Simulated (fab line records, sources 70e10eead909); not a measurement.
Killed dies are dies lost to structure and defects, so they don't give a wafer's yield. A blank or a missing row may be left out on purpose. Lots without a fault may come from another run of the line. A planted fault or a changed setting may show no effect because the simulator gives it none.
Chamber matching | flow nand_harc | NHARC_A_STAIRCASE_DEP_325 on pecvd-03: 3 sister chambers
The step deposits SiO2, target thk 7200 nm. 3 wafers are shown with their chamber, then 8 later ones without.

WAFERS WITH THEIR CHAMBER
wafer  | chamber | heater_power_w (W)
L078.4 | 0       | 675
L085.1 | 2       | 549
L091.1 | 1       | 917

WAFERS WITHOUT THEIR CHAMBER
wafer  | heater_power_w (W)
L091.2 | 646
L091.3 | 755
L094.2 | 613
L094.3 | 771
L094.5 | 770
L095.1 | 720
L095.3 | 963
L095.6 | 778

WHICH CHAMBER EACH WENT THROUGH
wafer  | from the rows above          | in truth
L091.2 | can't be placed: 0 or 2      | 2
L091.3 | can't be placed: 0 or 1 or 2 | 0
L094.2 | can't be placed: 0 or 2      | 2
L094.3 | can't be placed: 0 or 1 or 2 | 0
L094.5 | can't be placed: 0 or 1 or 2 | 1
L095.1 | can't be placed: 0 or 2      | 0
L095.3 | 1                            | 1
L095.6 | can't be placed: 0 or 1 or 2 | 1
Placed correctly: 1 of 8. Can't be placed from these rows: 7 (the true chamber is among the candidates in 7). Placed wrongly: 0.
How it was worked out, from the rows above alone: a wafer's distance from a chamber is the root of the sum, over the readings, of the square of ((its reading less the chamber's mean) divided by the reading's scatter). The wafer belongs to the nearest chamber; if the next one is less than 2 further off, it can't be placed. A chamber's mean is the mean of its shown wafers. The scatter: with one shown wafer a chamber, the root of the mean of the squares of how far each hidden wafer lies from its nearest shown one.
